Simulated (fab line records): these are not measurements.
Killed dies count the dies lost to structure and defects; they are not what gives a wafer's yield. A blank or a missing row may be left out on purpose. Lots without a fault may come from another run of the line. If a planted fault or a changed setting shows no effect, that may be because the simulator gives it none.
Split-lot trial :: flow n5_finfet :: route with 1938 steps; 7 lots, 39 wafers read

SPLIT DETAILS
At N5_DUMMY_GATE_ETCH_32 (etches SiO2 in CF4, target depth 3.5 nm, time 3.9 s), the setting time_s was moved away from the recipe's 3.9 s on 15 of the 39 wafers read, by -22.9% to +21.1%. This setting was run at the recipe's value on the other wafers.

The reading comes from the split's own step.

THE READING
etch.depth_nm (the simulator's own value, which no gauge read), in nm, at N5_DUMMY_GATE_ETCH_32 (etches SiO2 in CF4, target depth 3.5 nm, time 3.9 s). There is no usual value for it anywhere in the file. Across the 24 wafers here that went through the recipe, the average is 3.503 nm and the standard deviation 0.052 nm.

wafer: L077.1
tool, chamber at the split: rie_si-02, 1
time_s as run, s: 3.9
against the recipe: recipe
etch.depth_nm, nm: 3.465
against lot-mates on the recipe: -

wafer: L077.2
tool, chamber at the split: rie_si-02, 2
time_s as run, s: 3.9
against the recipe: recipe
etch.depth_nm, nm: 3.618
against lot-mates on the recipe: -

wafer: L077.3
tool, chamber at the split: rie_si-02, 3
time_s as run, s: 3.9
against the recipe: recipe
etch.depth_nm, nm: 3.482
against lot-mates on the recipe: -

wafer: L077.4
tool, chamber at the split: rie_si-02, 0
time_s as run, s: 3.9
against the recipe: recipe
etch.depth_nm, nm: 3.509
against lot-mates on the recipe: -

wafer: L077.5
tool, chamber at the split: rie_si-02, 0
time_s as run, s: 3.9
against the recipe: recipe
etch.depth_nm, nm: 3.473
against lot-mates on the recipe: -

wafer: L077.6
tool, chamber at the split: rie_si-02, 1
time_s as run, s: 3.9
against the recipe: recipe
etch.depth_nm, nm: 3.488
against lot-mates on the recipe: -

wafer: L085.1
tool, chamber at the split: rie_si-06, 2
time_s as run, s: 3.9
against the recipe: recipe
etch.depth_nm, nm: 3.528
against lot-mates on the recipe: -

wafer: L085.2
tool, chamber at the split: rie_si-06, 0
time_s as run, s: 4.618
against the recipe: +18.4%
etch.depth_nm, nm: 4.054
against lot-mates on the recipe: +0.585

wafer: L085.3
tool, chamber at the split: rie_si-06, 3
time_s as run, s: 3.9
against the recipe: recipe
etch.depth_nm, nm: 3.472
against lot-mates on the recipe: -

wafer: L085.4
tool, chamber at the split: rie_si-06, 1
time_s as run, s: 4.618
against the recipe: +18.4%
etch.depth_nm, nm: 3.993
against lot-mates on the recipe: +0.524

wafer: L085.5
tool, chamber at the split: rie_si-06, 0
time_s as run, s: 3.9
against the recipe: recipe
etch.depth_nm, nm: 3.408
against lot-mates on the recipe: -

wafer: L085.6
tool, chamber at the split: rie_si-06, 1
time_s as run, s: 4.618
against the recipe: +18.4%
etch.depth_nm, nm: 4.007
against lot-mates on the recipe: +0.538

wafer: L086.1
tool, chamber at the split: rie_si-06, 2
time_s as run, s: 3.9
against the recipe: recipe
etch.depth_nm, nm: 3.557
against lot-mates on the recipe: -

wafer: L086.2
tool, chamber at the split: rie_si-06, 3
time_s as run, s: 3.9
against the recipe: recipe
etch.depth_nm, nm: 3.469
against lot-mates on the recipe: -

wafer: L086.3
tool, chamber at the split: rie_si-06, 0
time_s as run, s: 4.173
against the recipe: +7.0%
etch.depth_nm, nm: 3.706
against lot-mates on the recipe: +0.181

wafer: L086.4
tool, chamber at the split: rie_si-06, 1
time_s as run, s: 4.173
against the recipe: +7.0%
etch.depth_nm, nm: 3.63
against lot-mates on the recipe: +0.105

wafer: L086.5
tool, chamber at the split: rie_si-06, 2
time_s as run, s: 3.9
against the recipe: recipe
etch.depth_nm, nm: 3.55
against lot-mates on the recipe: -

wafer: L086.6
tool, chamber at the split: rie_si-06, 3
time_s as run, s: 4.173
against the recipe: +7.0%
etch.depth_nm, nm: 3.712
against lot-mates on the recipe: +0.187

wafer: L089.1
tool, chamber at the split: rie_si-02, 0
time_s as run, s: 3.006
against the recipe: -22.9%
etch.depth_nm, nm: 2.69
against lot-mates on the recipe: -0.828

wafer: L089.2
tool, chamber at the split: rie_si-02, 3
time_s as run, s: 3.006
against the recipe: -22.9%
etch.depth_nm, nm: 2.693
against lot-mates on the recipe: -0.825

wafer: L089.3
tool, chamber at the split: rie_si-02, 1
time_s as run, s: 3.9
against the recipe: recipe
etch.depth_nm, nm: 3.496
against lot-mates on the recipe: -

wafer: L089.4
tool, chamber at the split: rie_si-02, 2
time_s as run, s: 3.9
against the recipe: recipe
etch.depth_nm, nm: 3.629
against lot-mates on the recipe: -

wafer: L089.5
tool, chamber at the split: rie_si-02, 3
time_s as run, s: 3.9
against the recipe: recipe
etch.depth_nm, nm: 3.428
against lot-mates on the recipe: -

wafer: L089.6
tool, chamber at the split: rie_si-02, 2
time_s as run, s: 3.006
against the recipe: -22.9%
etch.depth_nm, nm: 2.794
against lot-mates on the recipe: -0.724

wafer: L092.1
tool, chamber at the split: rie_si-02, 2
time_s as run, s: 3.9
against the recipe: recipe
etch.depth_nm, nm: 3.565
against lot-mates on the recipe: -

wafer: L092.5
tool, chamber at the split: rie_si-02, 0
time_s as run, s: 3.9
against the recipe: recipe
etch.depth_nm, nm: 3.487
against lot-mates on the recipe: -

wafer: L092.6
tool, chamber at the split: rie_si-02, 3
time_s as run, s: 3.9
against the recipe: recipe
etch.depth_nm, nm: 3.454
against lot-mates on the recipe: -

wafer: L095.1
tool, chamber at the split: rie_si-01, 2
time_s as run, s: 4.723
against the recipe: +21.1%
etch.depth_nm, nm: 4.22
against lot-mates on the recipe: +0.715

wafer: L095.2
tool, chamber at the split: rie_si-01, 0
time_s as run, s: 3.9
against the recipe: recipe
etch.depth_nm, nm: 3.527
against lot-mates on the recipe: -

wafer: L095.3
tool, chamber at the split: rie_si-01, 3
time_s as run, s: 3.9
against the recipe: recipe
etch.depth_nm, nm: 3.454
against lot-mates on the recipe: -

wafer: L095.4
tool, chamber at the split: rie_si-01, 1
time_s as run, s: 4.723
against the recipe: +21.1%
etch.depth_nm, nm: 4.214
against lot-mates on the recipe: +0.709

wafer: L095.5
tool, chamber at the split: rie_si-01, 1
time_s as run, s: 4.723
against the recipe: +21.1%
etch.depth_nm, nm: 4.221
against lot-mates on the recipe: +0.716

wafer: L095.6
tool, chamber at the split: rie_si-01, 0
time_s as run, s: 3.9
against the recipe: recipe
etch.depth_nm, nm: 3.535
against lot-mates on the recipe: -

wafer: L097.1
tool, chamber at the split: rie_si-02, 0
time_s as run, s: 3.9
against the recipe: recipe
etch.depth_nm, nm: 3.503
against lot-mates on the recipe: -

wafer: L097.2
tool, chamber at the split: rie_si-02, 2
time_s as run, s: 4.383
against the recipe: +12.4%
etch.depth_nm, nm: 4.001
against lot-mates on the recipe: +0.507

wafer: L097.3
tool, chamber at the split: rie_si-02, 1
time_s as run, s: 4.383
against the recipe: +12.4%
etch.depth_nm, nm: 3.88
against lot-mates on the recipe: +0.386

wafer: L097.4
tool, chamber at the split: rie_si-02, 3
time_s as run, s: 4.383
against the recipe: +12.4%
etch.depth_nm, nm: 3.921
against lot-mates on the recipe: +0.427

wafer: L097.5
tool, chamber at the split: rie_si-02, 3
time_s as run, s: 3.9
against the recipe: recipe
etch.depth_nm, nm: 3.477
against lot-mates on the recipe: -

wafer: L097.6
tool, chamber at the split: rie_si-02, 0
time_s as run, s: 3.9
against the recipe: recipe
etch.depth_nm, nm: 3.501
against lot-mates on the recipe: -

THE FIT
A straight line over all 39 wafers: etch.depth_nm changes by +0.0326 nm for each +1% of time_s; r = +0.99; the points scatter about the line by 0.057 nm.
The same after taking each lot's own level away (the mean of its wafers on the recipe; 39 wafers): +0.0332 nm for each +1%; r = +0.99; scatter 0.055 nm.
The reading moves by 0.76 nm for the largest change in time_s, on that fit.
The span of the lots' own levels, 3.4693 to 3.5253 nm, comes to 1.1 times the standard deviation stated above.
So the lot-to-lot level changes the slope little: the two slopes agree.
Check: for one of the wafers moved furthest among these (-22.9%), held out of the fit, the line's prediction against its lot-mates is -0.758 nm. It came out at -0.828 nm against them.

ADDITIONAL SPLITS CARRIED BY THESE WAFERS
Other splits were also applied to these wafers ahead of the reading. Each is held against what the fit with the lots' levels taken away leaves over:
other split on the same wafers: N5_FIN_SAQP_ETCH_52 source_w
wafers away from the commonest value: 9
r with etch.depth_nm (lot level and that fit taken away): +0.16

FILE'S OWN FIT
etch.depth_nm changes by +0.033 nm for each +1% of time_s, r = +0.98.
